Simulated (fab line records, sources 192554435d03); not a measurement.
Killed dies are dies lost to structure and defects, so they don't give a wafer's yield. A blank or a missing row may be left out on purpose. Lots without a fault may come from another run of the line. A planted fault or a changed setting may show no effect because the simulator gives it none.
One fault seen from 3 desks | flow n5_finfet | each desk has only its own numbers; what lay behind them comes last

THE DEFECT DESK
What the inspections along the route counted, lot by lot: means of the sampled wafers that have a number. A lot is out of limits, marked OUT, if its mean lies more than 4 standard deviations from the usual mean; the brackets give that distance.
Columns: A = raw_defect_count at N5_HKMG_FIN_INSPECT_14, usual 2.0
lot  | first seen here | A
L199 | day 4 17:52     | 2.0
L202 | day 5 10:33     | 1.7
L209 | day 7 02:35     | 2.3
L213 | day 8 02:15     | 1.0
L214 | day 8 12:06     | 1.5
L215 | day 8 14:02     | 1.3
L217 | day 9 07:35     | 2.0
L219 | day 9 14:43     | 1.3
L220 | day 9 20:01     | 1.3
This desk's finding: nothing out of limits on any of the 9 lots.

THE TOOL OWNER'S DESK: ald_metal-02
The tool's own readings at N5_HKMG_FIN_ALD_91 (deposits TiN, target thk 1 nm, pulse time 1 s, purge time 3 s): means of the sampled wafers that have a number, for each lot that ran on this tool. A lot is out of limits, marked OUT, if its mean lies more than 4 standard deviations from the usual mean; the brackets give that distance.
Columns: A = chamber_pressure_Torr at N5_HKMG_FIN_ALD_91, usual 2.999 Torr; B = heater_power_w at N5_HKMG_FIN_ALD_91, usual 834 W; C = precursor_pulse_height_rel at N5_HKMG_FIN_ALD_91, usual 1.002
lot  | first seen here | A     | B   | C
L199 | day 4 19:31     | 2.993 | 860 | 0.990
L209 | day 7 03:40     | 3.003 | 809 | 0.994
L213 | day 8 03:19     | 2.997 | 812 | 0.998
L214 | day 8 13:07     | 3.005 | 832 | 1.001
L217 | day 9 08:37     | 2.999 | 814 | 0.995
This desk's finding: nothing out of limits on any of the 5 lots.

THE METROLOGY DESK
What the gauges read, lot by lot, whatever tool the lot ran on: means of the sampled wafers that have a number. A lot is out of limits, marked OUT, if its mean lies more than 4 standard deviations from the usual mean; the brackets give that distance. Of its 17 readings 7 are shown: the one that was out of limits first, and those that lie furthest out on some lot.
Columns: A = IOFF_N at N5_BEOL_M4_RC_MEAS_101, usual 0.168 nA/um; B = IOFF_N_85C at N5_BEOL_M4_RC_MEAS_101, usual 3.2 nA/um; C = IOFF_N_LIN at N5_BEOL_M4_RC_MEAS_101, usual 0.077 nA/um; D = IOFF_N_LONG at N5_BEOL_M4_RC_MEAS_101, usual 5.56e-05 nA/um; E = VT_N at N5_BEOL_M4_RC_MEAS_101, usual 248.8 mV; F = VT_N_LONG at N5_BEOL_M4_RC_MEAS_101, usual 274.7 mV; G = VT_N_LVT at N5_BEOL_M4_RC_MEAS_101, usual 98 mV
lot  | first seen here | A                | B              | C                | D                  | E                | F                | G
L199 | day 8 13:29     | 0.147            | 2.9            | 0.071            | 5.75e-05           | 248.4            | 270.8            | 100
L202 | day 8 17:46     | 0.175            | 3.4            | 0.078            | 5.42e-05           | 249.5            | 276.7            | 99
L209 | day 11 00:38    | 0.177            | 3.4            | 0.080            | 5.30e-05           | 249.3            | 273.8            | 100
L213 | day 11 22:59    | 0.664 (+17) OUT  | 10.6 (+16) OUT | 0.309 (+21) OUT  | 1.68e-04 (+47) OUT | 209.5 (-15) OUT  | 239.2 (-18) OUT  | 60 (-12) OUT
L215 | day 12 04:27    | 0.184            | 3.5            | 0.084            | 5.36e-05           | 245.0            | 277.2            | 99
L214 | day 12 05:50    | 0.374 (+6.9) OUT | 6.2 (+6.3) OUT | 0.178 (+9.2) OUT | 1.08e-04 (+22) OUT | 230.9 (-6.6) OUT | 258.2 (-8.2) OUT | 82 (-5.3) OUT
L217 | day 13 06:37    | 0.393 (+7.5) OUT | 6.4 (+6.9) OUT | 0.175 (+8.9) OUT | 9.97e-05 (+18) OUT | 232.3 (-6.1) OUT | 258.4 (-8.1) OUT | 83 (-4.8) OUT
L219 | day 13 08:35    | 0.146            | 2.9            | 0.070            | 5.94e-05           | 251.3            | 273.0            | 99
L220 | day 14 02:40    | 0.158            | 3.1            | 0.073            | 5.77e-05           | 250.4            | 275.3            | 99
This desk's finding: out of limits on L213, L214, L217; first on L213, day 11 22:59 (IOFF_N at N5_BEOL_M4_RC_MEAS_101). In limits: L199, L202, L209, L215, L219, L220.

PUT TOGETHER
The metrology desk could have raised an alarm at day 11 22:59, on L213, L214, L217.
The defect desk saw nothing out of limits.
The tool owner's desk saw nothing out of limits.
The defect desk has L213, L214, L217 on record, within its limits.
The tool owner's desk has L213, L214, L217 on record, within its limits.
Of the lots named, all ran N5_HKMG_FIN_ALD_91 on ald_metal-02.

WHAT THE SIMULATOR HAD PUT IN
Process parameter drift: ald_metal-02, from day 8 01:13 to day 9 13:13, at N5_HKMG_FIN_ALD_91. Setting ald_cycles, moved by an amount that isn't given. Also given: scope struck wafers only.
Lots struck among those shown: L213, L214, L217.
Hours from the fault's start to each desk's first reading out of limits: the metrology desk, 94.
